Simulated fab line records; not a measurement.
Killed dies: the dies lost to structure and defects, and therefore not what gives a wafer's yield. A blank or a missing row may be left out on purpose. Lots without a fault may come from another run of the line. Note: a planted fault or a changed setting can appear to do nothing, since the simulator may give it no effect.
Split-lot study + flow n5_finfet + on a route of 1938 steps: 7 lots, 21 wafers read

## ON THE SPLIT
At N5_FIN_SAQP_COAT_68 (time 60 s, resist thk 100 nm), the setting spin_rpm was moved away from the recipe's 1500 rpm on 8 of the 21 wafers read, by -11.1% to +10.0%. The other wafers ran this setting at the recipe's value.

The reading comes from the split's own step.

## THE READING
SOC_of_FIN_SAQP_COAT_68.thk_nm (the simulator's own value, which no gauge read), in nm, at N5_FIN_SAQP_COAT_68 (time 60 s, resist thk 100 nm). No usual value for it is given in the file. The 13 wafers here that ran the recipe average 100.2 nm, standard deviation 0.25 nm.

| wafer  | tool, chamber at the split | spin_rpm as run, rpm | against the recipe | SOC_of_FIN_SAQP_COAT_68.thk_nm, nm | against lot-mates on the recipe |
|--------|----------------------------|----------------------|--------------------|------------------------------------|---------------------------------|
| L076.2 | litho_track-04, 0          | 1500                 | recipe             | 100.2                              | -                               |
| L076.5 | litho_track-04, 0          | 1500                 | recipe             | 100.6                              | -                               |
| L076.6 | litho_track-04, 0          | 1500                 | recipe             | 100.6                              | -                               |
| L079.1 | litho_track-01, 0          | 1500                 | recipe             | 99.6                               | -                               |
| L079.2 | litho_track-01, 0          | 1500                 | recipe             | 100.2                              | -                               |
| L079.3 | litho_track-01, 0          | 1452                 | -3.2%              | 101.4                              | +1.5                            |
| L080.1 | litho_track-01, 0          | 1500                 | recipe             | 100.2                              | -                               |
| L080.3 | litho_track-01, 0          | 1625                 | +8.3%              | 96.2                               | -4.0                            |
| L080.6 | litho_track-01, 0          | 1625                 | +8.3%              | 96.4                               | -3.8                            |
| L083.4 | litho_track-01, 0          | 1500                 | recipe             | 100.2                              | -                               |
| L083.5 | litho_track-01, 0          | 1334                 | -11.1%             | 106.6                              | +6.4                            |
| L083.6 | litho_track-01, 0          | 1334                 | -11.1%             | 106.6                              | +6.4                            |
| L086.2 | litho_track-04, 0          | 1621                 | +8.1%              | 96                                 | -4.0                            |
| L086.4 | litho_track-04, 0          | 1621                 | +8.1%              | 96                                 | -4.0                            |
| L086.3 | litho_track-04, 0          | 1500                 | recipe             | 100                                | -                               |
| L091.1 | litho_track-05, 0          | 1500                 | recipe             | 100.4                              | -                               |
| L091.2 | litho_track-05, 0          | 1500                 | recipe             | 100.2                              | -                               |
| L091.3 | litho_track-05, 0          | 1650                 | +10.0%             | 95.8                               | -4.5                            |
| L092.3 | litho_track-05, 0          | 1500                 | recipe             | 100.2                              | -                               |
| L092.4 | litho_track-05, 0          | 1500                 | recipe             | 100.2                              | -                               |
| L092.5 | litho_track-05, 0          | 1500                 | recipe             | 100                                | -                               |

FIT RESULTS
A straight line over all 21 wafers: SOC_of_FIN_SAQP_COAT_68.thk_nm changes by -0.52 nm for each +1% of spin_rpm; r = -0.99; the points scatter about the line by 0.37 nm.
The same after taking each lot's own level away (the mean of its wafers on the recipe; 21 wafers): -0.518 nm for each +1%; r = -0.99; scatter 0.3 nm.
According to that fit, moving spin_rpm by its largest amount changes the reading by 5.7 nm.
The lots' own levels span 99.90 to 100.47 nm, that is 2.3 times the standard deviation above.
The two slopes agree, so the slope changes little with the lot-to-lot level.
Check: +5.68 nm against its lot-mates is what the line predicts for one of the wafers moved furthest among these (-11.1%) when that wafer is left out of the fit. It came out at +6.4 nm against them.

## THESE WAFERS: OTHER SPLITS
Before the reading, these wafers also passed through other splits. Each is held against what the fit with the lots' levels taken away leaves over:
| other split on the same wafers          | wafers away from the commonest value | r with SOC_of_FIN_SAQP_COAT_68.thk_nm (lot level and that fit taken away) |
|-----------------------------------------|--------------------------------------|---------------------------------------------------------------------------|
| N5_ZERO_LAYER_EXPOSE_08 dose_mj         | 6                                    | +0.06                                                                     |
| N5_ZERO_LAYER_DEVELOP_10 develop_time_s | 7                                    | +0.09                                                                     |
| N5_FIN_SAQP_SPACER1_ALD_24 ald_cycles   | 5                                    | +0.06                                                                     |

## FILE'S OWN FIT
SOC_of_FIN_SAQP_COAT_68.thk_nm changes by -0.505 nm for each +1% of spin_rpm, r = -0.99.
